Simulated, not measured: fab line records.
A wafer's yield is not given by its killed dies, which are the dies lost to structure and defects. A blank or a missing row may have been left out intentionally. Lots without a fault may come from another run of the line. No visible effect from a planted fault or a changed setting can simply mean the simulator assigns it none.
fab line records | flow n5-finfet | part 1 of 2: steps 1 to 24 of 33
record: lots: 5 | wafers: 15 | last-day: 16
route steps=1938 shown BEOL_M2@926 BEOL_M3@931
lots that met no fault: from a run of the same line without faults
start-h: hours from the record's opening day to when the first of the lot's shown wafers began | wait-h: how many hours have passed since the lot's step before this one | " unchanged from the row above | L1.1+2: a row that stands for several wafers | - no value present, or no start provided | * or withheld: withheld | < > ~ a bound
route shown NAME@n: a module of which the file shows steps, and the number in the route of the first | usual: average and standard deviation across the fault-free wafers | same: alike in all rows | chamber/n: place in a boat | sites: each site's reading | _std_site: standard deviation across them | _edge_site: inner sites' mean taken away from outer sites' mean | radius-mm: how far each site lies from the wafer's centre | mask NAME#n: copy n | behind: the tool/chamber that last shaped the wafer | hold: the reason the lot was held/the length of the hold in hours/how it ended | device: transistor that didn't switch, given as n, p or np | end of line: the route-end tests of the same wafers | a step given without rows: its recipe and nothing more | killed: not the wafer's yield, but the dies lost to structure and defects at the first sort | map: dies across one wafer; x = killed, . = not, _ = none there
set.NAME: the setting as run; set.NAME@STEP: as run at that earlier step | model.NAME: the simulator's own value behind a step, which no gauge read
lots at selected steps of the route; one table per step, one row per wafer
services: a tool's chamber out of use, with start hour (start-h, from the record's first day; less than 0 if before it), hours out, and reason
== steps ==
step: N5_BEOL_M2_CO_CAP_55
recipe: material: Co | target-thk-a: 20 | temp-c: 200 | precursor: CCTBA/H2 | pressure-torr: 30 | time-s: 102.1
usual: heater-power-w: 247/29
lot.wafer | tool      | chamber | start-h | wait-h | heater-power-w
L078.1    | cvd-co-02 | 2       | 175.18  | 0.0    | 250
L078.4    | "         | 1       | "       | "      | 282
L078.6    | "         | 2       | "       | "      | 245
L077.1    | cvd-co-01 | 0       | 182.03  | 0.0    | 213
L077.3    | "         | 1       | "       | "      | 224
L077.5    | "         | 1       | "       | "      | 227
L082.1    | cvd-co-02 | 2       | 185.41  | 0.0    | 255
L082.5    | "         | 1       | "       | "      | 292
L082.6    | "         | 2       | "       | "      | 253
L086.2    | cvd-co-02 | 0       | 225.23  | 0.0    | 243
L086.4    | "         | 1       | "       | "      | 285
L086.5    | "         | 2       | "       | "      | 253
L091.1    | cvd-co-01 | 2       | 249.72  | 0.0    | 210
L091.4    | "         | 1       | "       | "      | 223
L091.6    | "         | 0       | "       | "      | 212
step: N5_BEOL_M2_PRE_CLEAN_56
recipe: gas: NH3 | time-s: 15 | temp-c: withheld | rf-power-w: 300
lot.wafer  | tool     | chamber | start-h | wait-h
L078.1+4+6 | pecvd-03 | 1,0,2   | 175.27  | 0.1
L077.1+3+5 | pecvd-03 | 1,2,2   | 182.12  | 0.1
L082.1+5+6 | pecvd-01 | 0,2,1   | 185.50  | 0.1
L086.2+4+5 | pecvd-02 | 2,0,1   | 225.32  | 0.1
L091.1+4+6 | pecvd-03 | 2,0,1   | 249.81  | 0.1
step: N5_BEOL_M2_DEP_57
recipe: material: SiCN | target-thk-a: 80 | temp-c: withheld | precursor: 3MS/NH3 | pressure-torr: 3 | rf-w: 202 | time-s: 14
usual: showerhead-plenum-p-Torr: 3.670/0.013 | throttle-valve-pct: 9.0/0.37
lot.wafer | tool     | chamber | start-h | wait-h | showerhead-plenum-p-Torr | throttle-valve-pct
L078.1    | pecvd-03 | 1       | 175.29  | 0.0    | 3.663                    | 9.9
L078.4    | "        | 0       | "       | "      | 3.704                    | 8.7
L078.6    | "        | 2       | "       | "      | 3.680                    | 9.1
L077.1    | pecvd-03 | 1       | 182.14  | 0.0    | 3.660                    | 9.9
L077.3    | "        | 2       | "       | "      | 3.673                    | 9.4
L077.5    | "        | 2       | "       | "      | 3.668                    | 9.0
L082.1    | pecvd-01 | 0       | 185.52  | 0.0    | 3.664                    | 8.9
L082.5    | "        | 2       | "       | "      | 3.680                    | 9.0
L082.6    | "        | 1       | "       | "      | 3.648                    | 9.1
L086.2    | pecvd-02 | 2       | 225.34  | 0.0    | 3.656                    | 8.7
L086.4    | "        | 0       | "       | "      | 3.676                    | 9.4
L086.5    | "        | 1       | "       | "      | 3.670                    | 9.1
L091.1    | pecvd-03 | 2       | 249.83  | 0.0    | 3.672                    | 8.7
L091.4    | "        | 0       | "       | "      | 3.702                    | 8.9
L091.6    | "        | 1       | "       | "      | 3.675                    | 9.8
step: N5_BEOL_M2_RS_MEAS_58
recipe: thk-meas-gauge: four-point-probe | reads: Co_of_BEOL_M2_CO_CAP_55+Cu_of_BEOL_M2_ECD_50+Co_of_BEOL_M2_CVD_47+TaN_of_BEOL_M2_ALD_84
usual: M2_RS: 0.69/0.038
lot.wafer | tool          | chamber | start-h | wait-h | M2_RS[ohm/sq]
L078.1    | film-metro-01 | -       | 175.36  | 0.0    | 0.69
L078.4    | "             | -       | "       | "      | 0.63
L078.6    | "             | -       | "       | "      | 0.65
L077.1    | film-metro-02 | -       | 182.21  | 0.0    | 0.67
L077.3    | "             | -       | "       | "      | 0.69
L077.5    | "             | -       | "       | "      | 0.69
L082.1    | film-metro-02 | -       | 185.60  | 0.1    | 0.68
L082.5    | "             | -       | "       | "      | 0.72
L082.6    | "             | -       | "       | "      | 0.75
L086.2    | film-metro-01 | -       | 225.41  | 0.1    | 0.63
L086.4    | "             | -       | "       | "      | 0.68
L086.5    | "             | -       | "       | "      | 0.64
L091.1    | film-metro-01 | -       | 249.90  | 0.0    | 0.63
L091.4    | "             | -       | "       | "      | 0.69
L091.6    | "             | -       | "       | "      | 0.67
step: N5_BEOL_M2_INSPECT_59
recipe: inspect-instrument: darkfield | mode: post-dep
usual: raw-defect-count: 76/24
lot.wafer | tool              | chamber | start-h | wait-h | raw-defect-count
L078.1    | defect-inspect-02 | -       | 175.39  | 0.0    | 100
L078.4    | "                 | -       | "       | "      | 92
L078.6    | "                 | -       | "       | "      | 72
L077.1    | defect-inspect-02 | -       | 182.24  | 0.0    | 106
L077.3    | "                 | -       | "       | "      | 83
L077.5    | "                 | -       | "       | "      | 39
L082.1    | defect-inspect-01 | -       | 185.63  | 0.0    | 59
L082.5    | "                 | -       | "       | "      | 69
L082.6    | "                 | -       | "       | "      | 88
L086.2    | defect-inspect-02 | -       | 225.43  | 0.0    | 55
L086.4    | "                 | -       | "       | "      | 46
L086.5    | "                 | -       | "       | "      | 58
L091.1    | defect-inspect-01 | -       | 249.92  | 0.0    | 58
L091.4    | "                 | -       | "       | "      | 70
L091.6    | "                 | -       | "       | "      | 103
step: N5_BEOL_M3_ILD_DEP_00
recipe: material: SiOC | target-thk-a: 790 | temp-c: 350 | precursor: DEMS/O2 | pressure-torr: 5 | rf-w: 500 | time-s: 15.3
usual: heater-power-w: 506/66 | showerhead-plenum-p-Torr: 5.697/0.016 | throttle-valve-pct: 11.8/0.68
lot.wafer | tool     | chamber | start-h | wait-h | heater-power-w | showerhead-plenum-p-Torr | throttle-valve-pct
L078.1    | pecvd-02 | 1       | 175.42  | 0.0    | 471            | 5.689                    | 12.0
L078.4    | "        | 0       | "       | "      | 497            | 5.687                    | 12.5
L078.6    | "        | 1       | "       | "      | 478            | 5.697                    | 11.8
L077.1    | pecvd-04 | 1       | 182.27  | 0.0    | 489            | 5.665                    | 12.2
L077.3    | "        | 2       | "       | "      | 522            | 5.694                    | 10.9
L077.5    | "        | 2       | "       | "      | 527            | 5.671                    | 11.1
L082.1    | pecvd-03 | 0       | 185.66  | 0.0    | 442            | 5.725                    | 11.2
L082.5    | "        | 1       | "       | "      | 558            | 5.684                    | 13.0
L082.6    | "        | 0       | "       | "      | 441            | 5.734                    | 11.4
L086.2    | pecvd-03 | 0       | 225.47  | 0.0    | 460            | 5.726                    | 11.2
L086.4    | "        | 0       | "       | "      | 448            | 5.729                    | 11.2
L086.5    | "        | 1       | "       | "      | 464            | 5.707                    | 12.7
L091.1    | pecvd-04 | 2       | 249.96  | 0.0    | 608            | 5.693                    | 10.9
L091.4    | "        | 2       | "       | "      | 597            | 5.691                    | 10.8
L091.6    | "        | 1       | "       | "      | 493            | 5.673                    | 12.0
step: N5_BEOL_M3_THK_MEAS_01
recipe: reads: SiOC_of_BEOL_M3_ILD_DEP_00
usual: M3_ILD_THK: 79.4/1.1
lot.wafer | tool          | chamber | start-h | wait-h | M3_ILD_THK[nm]
L078.1    | film-metro-02 | -       | 175.49  | 0.0    | 80.0
L078.4    | "             | -       | "       | "      | 79.5
L078.6    | "             | -       | "       | "      | 79.5
L077.1    | film-metro-02 | -       | 182.34  | 0.0    | 79.2
L077.3    | "             | -       | "       | "      | 80.5
L077.5    | "             | -       | "       | "      | 81.2
L082.1    | film-metro-01 | -       | 185.73  | 0.0    | 78.6
L082.5    | "             | -       | "       | "      | 80.5
L082.6    | "             | -       | "       | "      | 79.9
L086.2    | film-metro-01 | -       | 225.56  | 0.1    | 76.8
L086.4    | "             | -       | "       | "      | 78.5
L086.5    | "             | -       | "       | "      | 78.3
L091.1    | film-metro-02 | -       | 250.03  | 0.0    | 78.8
L091.4    | "             | -       | "       | "      | 80.1
L091.6    | "             | -       | "       | "      | 78.6
step: N5_BEOL_M3_PECVD_72
recipe: material: SiO2 | target-thk-a: 160 | temp-c: 400 | precursor: TEOS/O2 | pressure-torr: 5.5 | rf-w: 450 | teos-flow-sccm: 53.8 | gas: O2 | flow-sccm: 3000 | time-s: 18
usual: heater-power-w: 731/78 | showerhead-plenum-p-Torr: 8.80/0.069 | throttle-valve-pct: 22.1/1.1
lot.wafer | tool     | chamber | start-h | wait-h | heater-power-w | showerhead-plenum-p-Torr | throttle-valve-pct
L078.1    | pecvd-04 | 1       | 175.53  | 0.0    | 727            | 8.70                     | 22.9
L078.4    | "        | 1       | "       | "      | 720            | 8.72                     | 22.9
L078.6    | "        | 2       | "       | "      | 728            | 8.78                     | 20.1
L077.1    | pecvd-03 | 0       | 182.38  | 0.0    | 612            | 8.97                     | 21.1
L077.3    | "        | 1       | "       | "      | 737            | 8.78                     | 24.0
L077.5    | "        | 2       | "       | "      | 521            | 8.82                     | 22.5
L082.1    | pecvd-02 | 1       | 185.77  | 0.0    | 694            | 8.82                     | 22.3
L082.5    | "        | 0       | "       | "      | 634            | 8.80                     | 23.5
L082.6    | "        | 1       | "       | "      | 697            | 8.81                     | 22.2
L086.2    | pecvd-04 | 1       | 225.59  | 0.0    | 765            | 8.73                     | 22.9
L086.4    | "        | 1       | "       | "      | 752            | 8.72                     | 22.7
L086.5    | "        | 0       | "       | "      | 840            | 8.76                     | 22.8
L091.1    | pecvd-03 | 1       | 250.07  | 0.0    | 709            | 8.77                     | 24.1
L091.4    | "        | 0       | "       | "      | 668            | 8.97                     | 20.9
L091.6    | "        | 2       | "       | "      | 623            | 8.81                     | 21.1
step: N5_BEOL_M3_HM_DEP_02
recipe: material: TiN | target-thk-a: 200 | temp-c: 25 | chamber-pressure-pa: 0.49996
usual: substrate-temp-c: 25.00/0.1 | throttle-valve-pct: 30.0/0.8
lot.wafer | tool           | chamber | start-h | wait-h | substrate-temp-c | throttle-valve-pct
L078.1    | pvd-sputter-03 | -       | 177.65  | 2.1    | 24.95            | 29.7
L078.4    | "              | -       | "       | "      | 24.85            | 31.0
L078.6    | "              | -       | "       | "      | 25.05            | 31.0
L077.1    | pvd-sputter-01 | -       | 185.04  | 2.6    | 24.96            | 29.9
L077.3    | "              | -       | "       | "      | 24.99            | 29.3
L077.5    | "              | -       | "       | "      | 25.06            | 30.2
L082.1    | pvd-sputter-01 | -       | 186.58  | 0.8    | 24.85            | 29.0
L082.5    | "              | -       | "       | "      | 25.13            | 30.3
L082.6    | "              | -       | "       | "      | 25.06            | 29.6
L086.2    | pvd-sputter-03 | -       | 227.83  | 2.2    | 25.05            | 31.0
L086.4    | "              | -       | "       | "      | 25.06            | 30.8
L086.5    | "              | -       | "       | "      | 25.03            | 30.7
L091.1    | pvd-sputter-03 | -       | 250.37  | 0.3    | 25.13            | 30.6
L091.4    | "              | -       | "       | "      | 24.89            | 31.3
L091.6    | "              | -       | "       | "      | 25.14            | 29.8
step: N5_BEOL_M3_COAT_61
recipe: resist: SOC | temp-c: 250 | time-s: 60 | spin-rpm: 1500 | resist-thk-nm: 60
lot.wafer  | tool           | chamber | start-h | wait-h
L078.1+4+6 | litho-track-04 | 0       | 177.78  | 0.1
L077.1+3+5 | litho-track-05 | 0       | 185.17  | 0.1
L082.1+5+6 | litho-track-03 | 0       | 186.71  | 0.1
L086.2+4+5 | litho-track-03 | 0       | 227.96  | 0.1
L091.1+4+6 | litho-track-03 | 0       | 250.50  | 0.1
step: N5_BEOL_M3_COAT_62
recipe: resist: SiARC | temp-c: 220 | time-s: 60 | spin-rpm: 1500 | resist-thk-nm: 12
lot.wafer  | tool           | chamber | start-h | wait-h
L078.1+4+6 | litho-track-04 | 0       | -       | -
L077.1+3+5 | litho-track-05 | 0       | -       | -
L082.1+5+6 | litho-track-03 | 0       | -       | -
L086.2+4+5 | litho-track-03 | 0       | -       | -
L091.1+4+6 | litho-track-03 | 0       | -       | -
step: N5_BEOL_M3_COAT_73
recipe: resist: underlayer | temp-c: 205 | time-s: 60 | spin-rpm: 1500 | resist-thk-nm: 5
lot.wafer  | tool           | chamber | start-h | wait-h
L078.1+4+6 | litho-track-04 | 0       | -       | -
L077.1+3+5 | litho-track-05 | 0       | -       | -
L082.1+5+6 | litho-track-03 | 0       | -       | -
L086.2+4+5 | litho-track-03 | 0       | -       | -
L091.1+4+6 | litho-track-03 | 0       | -       | -
step: N5_BEOL_M3_COAT_05
recipe: resist: CAR-EUV | spin-rpm: 1500 | resist-thk-nm: 30
lot.wafer  | tool           | chamber | start-h | wait-h
L078.1+4+6 | litho-track-04 | 0       | -       | -
L077.1+3+5 | litho-track-05 | 0       | -       | -
L082.1+5+6 | litho-track-03 | 0       | -       | -
L086.2+4+5 | litho-track-03 | 0       | -       | -
L091.1+4+6 | litho-track-03 | 0       | -       | -
step: N5_BEOL_M3_EBR_07
recipe: solvent: PGMEA | ebr-width-mm: 1.5
lot.wafer  | tool           | chamber | start-h | wait-h
L078.1+4+6 | litho-track-04 | 0       | -       | -
L077.1+3+5 | litho-track-05 | 0       | -       | -
L082.1+5+6 | litho-track-03 | 0       | -       | -
L086.2+4+5 | litho-track-03 | 0       | -       | -
L091.1+4+6 | litho-track-03 | 0       | -       | -
step: N5_BEOL_M3_SOFTBAKE_06
recipe: temp-c: 110 | time-s: 60 | resist: CAR-EUV
lot.wafer  | tool           | chamber | start-h | wait-h
L078.1+4+6 | litho-track-04 | 0       | -       | -
L077.1+3+5 | litho-track-05 | 0       | -       | -
L082.1+5+6 | litho-track-03 | 0       | -       | -
L086.2+4+5 | litho-track-03 | 0       | -       | -
L091.1+4+6 | litho-track-03 | 0       | -       | -
step: N5_BEOL_M3_EXPOSE_08
recipe: mask-id: M3 | na: 0.33 | source-shape: dipole | sigma-inner: 0.369 | sigma-outer: 0.767 | polarization: unpolarized | dose-mj: 33
lot.wafer  | tool           | chamber | start-h | wait-h | mask
L078.1+4+6 | euv-scanner-02 | 0       | 178.04  | -      | M3#0
L077.1+3+5 | euv-scanner-02 | 0       | 185.43  | -      | M3#0
L082.1+5+6 | euv-scanner-01 | 0       | 186.85  | -      | M3#0
L086.2+4+5 | euv-scanner-01 | 0       | 228.10  | -      | M3#0
L091.1+4+6 | euv-scanner-01 | 0       | 250.76  | -      | M3#0
step: N5_BEOL_M3_PEB_09
recipe: peb-temp-c: 100 | peb-time-s: 60 | resist: CAR-EUV
same: peb-time-s: 60
lot.wafer  | tool           | chamber | start-h | wait-h
L078.1+4+6 | litho-track-03 | 0       | 178.10  | 0.1
L077.1+3+5 | litho-track-03 | 0       | 185.49  | 0.1
L082.1+5+6 | litho-track-05 | 0       | 186.90  | 0.1
L086.2+4+5 | litho-track-03 | 0       | 228.16  | 0.0
L091.1+4+6 | litho-track-03 | 0       | 250.82  | 0.1
step: N5_BEOL_M3_DEVELOP_10
recipe: develop-time-s: 30 | developer: TMAH | resist: CAR-EUV | rinse-liquid: surfactant-rinse | dry: air-spin | dev-temp-c: 23
usual: developer-temp-C: 23.01/0.099
lot.wafer | tool           | chamber | start-h | wait-h | developer-temp-C
L078.1    | litho-track-03 | 0       | -       | -      | 22.84
L078.4    | "              | 0       | "       | "      | 22.92
L078.6    | "              | 0       | "       | "      | 23.10
L077.1    | litho-track-03 | 0       | -       | -      | 23.02
L077.3    | "              | 0       | "       | "      | 23.13
L077.5    | "              | 0       | "       | "      | 23.13
L082.1    | litho-track-05 | 0       | -       | -      | 23.16
L082.5    | "              | 0       | "       | "      | 23.01
L082.6    | "              | 0       | "       | "      | 22.89
L086.2    | litho-track-03 | 0       | -       | -      | 23.17
L086.4    | "              | 0       | "       | "      | 23.23
L086.5    | "              | 0       | "       | "      | 23.27
L091.1    | litho-track-03 | 0       | -       | -      | 22.89
L091.4    | "              | 0       | "       | "      | 22.88
L091.6    | "              | 0       | "       | "      | 22.95
step: N5_BEOL_M3_CD_MEAS_11
recipe: target-cd-nm: 17.05 | landing-energy-ev: 500 | detector: se-inlens | polarity: opening
usual: cd-nm: 17.07/0.26
lot.wafer | tool      | chamber | start-h | wait-h | cd-nm
L078.1    | cd-sem-03 | 0       | 178.16  | -      | 17.46
L078.4    | "         | 0       | "       | "      | 16.91
L078.6    | "         | 0       | "       | "      | 17.18
L077.1    | cd-sem-01 | 0       | 185.56  | -      | 17.28
L077.3    | "         | 0       | "       | "      | 17.11
L077.5    | "         | 0       | "       | "      | 16.65
L082.1    | cd-sem-03 | 0       | 186.97  | -      | 16.90
L082.5    | "         | 0       | "       | "      | 17.12
L082.6    | "         | 0       | "       | "      | 16.78
L086.2    | cd-sem-02 | 0       | 228.23  | -      | 16.85
L086.4    | "         | 0       | "       | "      | 16.43
L086.5    | "         | 0       | "       | "      | 17.14
L091.1    | cd-sem-01 | 0       | 250.89  | -      | 17.22
L091.4    | "         | 0       | "       | "      | 17.10
L091.6    | "         | 0       | "       | "      | 17.41
step: N5_BEOL_M3_OVL_MEAS_12
recipe: points-per-wafer: 522
usual: M3_OVL: 0.6/0.63
lot.wafer | tool       | chamber | start-h | wait-h | M3_OVL[nm]
L078.1    | overlay-02 | 0       | 178.19  | 0.0    | 0.6
L078.4    | "          | 0       | "       | "      | 1.0
L078.6    | "          | 0       | "       | "      | 0.8
L077.1    | overlay-01 | 0       | 185.59  | 0.0    | -0.1
L077.3    | "          | 0       | "       | "      | 0.7
L077.5    | "          | 0       | "       | "      | 0.0
L082.1    | overlay-02 | 0       | 187.00  | 0.0    | 0.7
L082.5    | "          | 0       | "       | "      | 0.6
L082.6    | "          | 0       | "       | "      | 0.0
L086.2    | overlay-01 | 0       | 228.26  | 0.0    | 0.9
L086.4    | "          | 0       | "       | "      | 0.9
L086.5    | "          | 0       | "       | "      | 1.3
L091.1    | overlay-02 | 0       | 250.92  | 0.0    | 1.0
L091.4    | "          | 0       | "       | "      | 0.3
L091.6    | "          | 0       | "       | "      | 0.9
step: N5_BEOL_M3_INSPECT_13
recipe: mode: adi | inspect-instrument: brightfield
usual: raw-defect-count: 413/93
lot.wafer | tool              | chamber | start-h | wait-h | raw-defect-count
L078.1    | defect-inspect-02 | -       | 178.25  | 0.1    | 422
L078.4    | "                 | -       | "       | "      | 410
L078.6    | "                 | -       | "       | "      | 460
L077.1    | defect-inspect-02 | -       | 185.65  | 0.1    | 373
L077.3    | "                 | -       | "       | "      | 460
L077.5    | "                 | -       | "       | "      | 461
L082.1    | defect-inspect-01 | -       | 187.06  | 0.1    | 343
L082.5    | "                 | -       | "       | "      | 299
L082.6    | "                 | -       | "       | "      | 354
L086.2    | defect-inspect-01 | -       | 228.31  | 0.0    | 391
L086.4    | "                 | -       | "       | "      | 344
L086.5    | "                 | -       | "       | "      | 394
L091.1    | defect-inspect-01 | -       | 250.97  | 0.1    | 368
L091.4    | "                 | -       | "       | "      | 411
L091.6    | "                 | -       | "       | "      | 398
step: N5_BEOL_M3_DESCUM_16
recipe: chemistry: O2 | time-s: 7 | source-power-w: 50 | bias-power-w: 20 | pressure-mtorr: 20 | rf-frequency-hz: 2.712e+07 | temp-c: 40 | resist: CAR-EUV | o2-flow-sccm: 225
usual: drypump-motor-current-A: 5.8/0.49 | o2-flow-sccm: 224.9/0.75 | oes-product-au: 0.81/0.075 | rf-vpp-V: 243.2/1.2 | showerhead-plenum-p-Torr: 2.09/0.062 | throttle-valve-pct: 20.33/0.21
lot.wafer | tool        | chamber | start-h | wait-h | drypump-motor-current-A | o2-flow-sccm | oes-product-au | rf-hours-counter-h | rf-vpp-V | showerhead-plenum-p-Torr | throttle-valve-pct
L078.1    | rie-diel-05 | 3       | 178.34  | 0.1    | 5.8                     | 224.4        | 0.72           | 199                | 244.8    | 2.18                     | 20.82
L078.4    | "           | 0       | "       | "      | 5.1                     | 225.2        | 0.71           | 187                | 240.8    | 2.01                     | 20.45
L078.6    | "           | 2       | "       | "      | 5.1                     | 225.1        | 0.85           | -                  | 243.7    | 2.02                     | 20.37
L077.1    | rie-diel-01 | 3       | 185.68  | 0.0    | 6.0                     | 225.1        | 0.86           | 50                 | 243.8    | 2.12                     | 20.32
L077.3    | "           | 1       | "       | "      | 5.4                     | 225.3        | 0.87           | 33                 | 243.6    | 2.06                     | 20.04
L077.5    | "           | 1       | "       | "      | 5.4                     | 224.6        | 0.87           | -                  | 243.2    | 2.06                     | 20.01
L082.1    | rie-diel-01 | 2       | 187.24  | 0.2    | 5.2                     | 224.2        | 0.93           | 21                 | 242.9    | 2.06                     | 20.28
L082.5    | "           | 2       | "       | "      | 5.2                     | 224.0        | 0.92           | -                  | 243.1    | 2.06                     | 20.28
L082.6    | "           | 1       | "       | "      | 5.4                     | 225.5        | 0.87           | -                  | 242.3    | 2.06                     | 20.03
L086.2    | rie-diel-05 | 2       | 228.35  | 0.0    | 5.0                     | 223.3        | 0.84           | 80                 | 241.5    | 2.02                     | 20.38
L086.4    | "           | 3       | "       | "      | 5.8                     | 225.6        | 0.72           | -                  | 243.9    | 2.18                     | 20.85
L086.5    | "           | 2       | "       | "      | 5.0                     | 224.1        | 0.84           | -                  | 241.1    | 2.02                     | 20.39
L091.1    | rie-diel-01 | 3       | 251.01  | 0.0    | 6.0                     | 224.5        | 0.82           | 73                 | 243.8    | 2.12                     | 20.35
L091.4    | "           | 0       | "       | "      | 5.5                     | 225.2        | 0.87           | 47                 | 242.8    | 2.03                     | 20.13
L091.6    | "           | 3       | "       | "      | 6.0                     | 225.0        | 0.82           | -                  | 243.7    | 2.12                     | 20.34
step: N5_BEOL_M3_ETCH_74
recipe: chemistry: N2/H2 | target: underlayer | target-depth-a: 65 | mask-material: CAR-EUV | time-s: 5.2 | ion-energy-ev: 200 | pressure-mtorr: 30 | source-w: 840 | bias-w: 150 | n2-flow-sccm: 200 | h2-flow-sccm: 200 | ends: cleared
usual: drypump-motor-current-A: 5.8/0.49 | etch-rf-on-time-s: 5.25/0.2 | oes-product-au: 0.69/0.066 | rf-vpp-V: 523.8/2.4 | showerhead-plenum-p-Torr: 2.53/0.077 | throttle-valve-pct: 17.72/0.27
lot.wafer | tool        | chamber | start-h | wait-h | drypump-motor-current-A | etch-rf-on-time-s | oes-product-au | rf-hours-counter-h | rf-vpp-V | showerhead-plenum-p-Torr | throttle-valve-pct
L078.1    | rie-diel-05 | 3       | 178.38  | 0.0    | 5.8                     | 5.48              | 0.60           | 199                | 526.7    | 2.63                     | 18.16
L078.4    | "           | 0       | "       | "      | 5.1                     | 5.38              | 0.60           | 187                | 521.3    | 2.44                     | 17.92
L078.6    | "           | 2       | "       | "      | 5.0                     | 5.28              | 0.73           | -                  | 521.2    | 2.46                     | 17.71
L077.1    | rie-diel-01 | 3       | 185.71  | 0.0    | 6.0                     | 5.11              | 0.72           | 50                 | 526.5    | 2.58                     | 17.71
L077.3    | "           | 1       | "       | "      | 5.4                     | 5.44              | 0.71           | 33                 | 520.6    | 2.48                     | 17.27
L077.5    | "           | 1       | "       | "      | 5.4                     | 5.48              | 0.72           | -                  | 521.2    | 2.48                     | 17.27
L082.1    | rie-diel-01 | 2       | 187.27  | 0.0    | 5.3                     | 5.09              | 0.78           | 21                 | 521.4    | 2.45                     | 17.32
L082.5    | "           | 2       | "       | "      | 5.3                     | 5.08              | 0.79           | -                  | 525.0    | 2.45                     | 17.32
L082.6    | "           | 1       | "       | "      | 5.4                     | 5.53              | 0.73           | -                  | 523.8    | 2.48                     | 17.27
L086.2    | rie-diel-05 | 2       | 228.38  | 0.0    | 5.0                     | 5.26              | 0.71           | 80                 | 520.6    | 2.45                     | 17.78
L086.4    | "           | 3       | "       | "      | 5.8                     | 5.45              | 0.59           | -                  | 524.9    | 2.63                     | 18.19
L086.5    | "           | 2       | "       | "      | 5.1                     | 5.29              | 0.71           | -                  | 522.1    | 2.45                     | 17.76
L091.1    | rie-diel-01 | 3       | 251.04  | 0.0    | 6.0                     | 5.20              | 0.70           | 73                 | 523.8    | 2.57                     | 17.71
L091.4    | "           | 0       | "       | "      | 5.5                     | 4.79              | 0.75           | 47                 | 522.7    | 2.46                     | 17.59
L091.6    | "           | 3       | "       | "      | 6.0                     | 5.26              | 0.70           | -                  | 524.8    | 2.57                     | 17.75
step: N5_BEOL_M3_ETCH_63
recipe: chemistry: CF4 | target: SiARC | target-depth-a: 156 | mask-material: CAR-EUV | time-s: 26 | ion-energy-ev: 80 | pressure-mtorr: 40 | source-w: 545 | bias-w: 36 | Ar_flow_sccm: 100 | cf4-flow-sccm: 100 | ends: cleared
usual: drypump-motor-current-A: 5.8/0.49 | etch-rf-on-time-s: 26.3/0.87 | oes-product-au: 0.69/0.065 | rf-vpp-V: 184.1/1.1 | showerhead-plenum-p-Torr: 2.14/0.062 | throttle-valve-pct: 15.50/0.23
lot.wafer | tool        | chamber | start-h | wait-h | drypump-motor-current-A | etch-rf-on-time-s | oes-product-au | rf-hours-counter-h | rf-vpp-V | showerhead-plenum-p-Torr | throttle-valve-pct
L078.1    | rie-diel-05 | 3       | 178.39  | 0.0    | 5.8                     | 27.9              | 0.59           | 199                | 185.4    | 2.22                     | 16.00
L078.4    | "           | 0       | "       | "      | 5.1                     | 26.8              | 0.61           | 187                | 183.0    | 2.04                     | 15.54
L078.6    | "           | 2       | "       | "      | 5.1                     | 26.7              | 0.72           | -                  | 183.3    | 2.07                     | 15.50
L077.1    | rie-diel-01 | 3       | 185.73  | 0.0    | 6.0                     | 25.8              | 0.74           | 50                 | 183.8    | 2.19                     | 15.56
L077.3    | "           | 1       | "       | "      | 5.4                     | 27.1              | 0.73           | 33                 | 184.3    | 2.11                     | 15.24
L077.5    | "           | 1       | "       | "      | 5.4                     | 27.2              | 0.73           | -                  | 183.9    | 2.11                     | 15.25
L082.1    | rie-diel-01 | 2       | 187.29  | 0.0    | 5.3                     | 25.7              | 0.79           | 21                 | 183.8    | 2.09                     | 15.18
L082.5    | "           | 2       | "       | "      | 5.3                     | 25.5              | 0.78           | -                  | 183.2    | 2.09                     | 15.21
L082.6    | "           | 1       | "       | "      | 5.4                     | 27.2              | 0.72           | -                  | 184.4    | 2.11                     | 15.26
L086.2    | rie-diel-05 | 2       | 228.40  | 0.0    | 5.0                     | 26.4              | 0.72           | 80                 | 182.9    | 2.07                     | 15.52
L086.4    | "           | 3       | "       | "      | 5.8                     | 27.4              | 0.59           | -                  | 185.2    | 2.22                     | 16.02
L086.5    | "           | 2       | "       | "      | 5.0                     | 26.5              | 0.71           | -                  | 183.5    | 2.07                     | 15.51
L091.1    | rie-diel-01 | 3       | 251.06  | 0.0    | 6.0                     | 25.4              | 0.72           | 73                 | 184.4    | 2.19                     | 15.61
L091.4    | "           | 0       | "       | "      | 5.5                     | 23.8              | 0.76           | 47                 | 183.9    | 2.08                     | 15.31
L091.6    | "           | 3       | "       | "      | 6.0                     | 25.5              | 0.72           | -                  | 184.4    | 2.19                     | 15.60
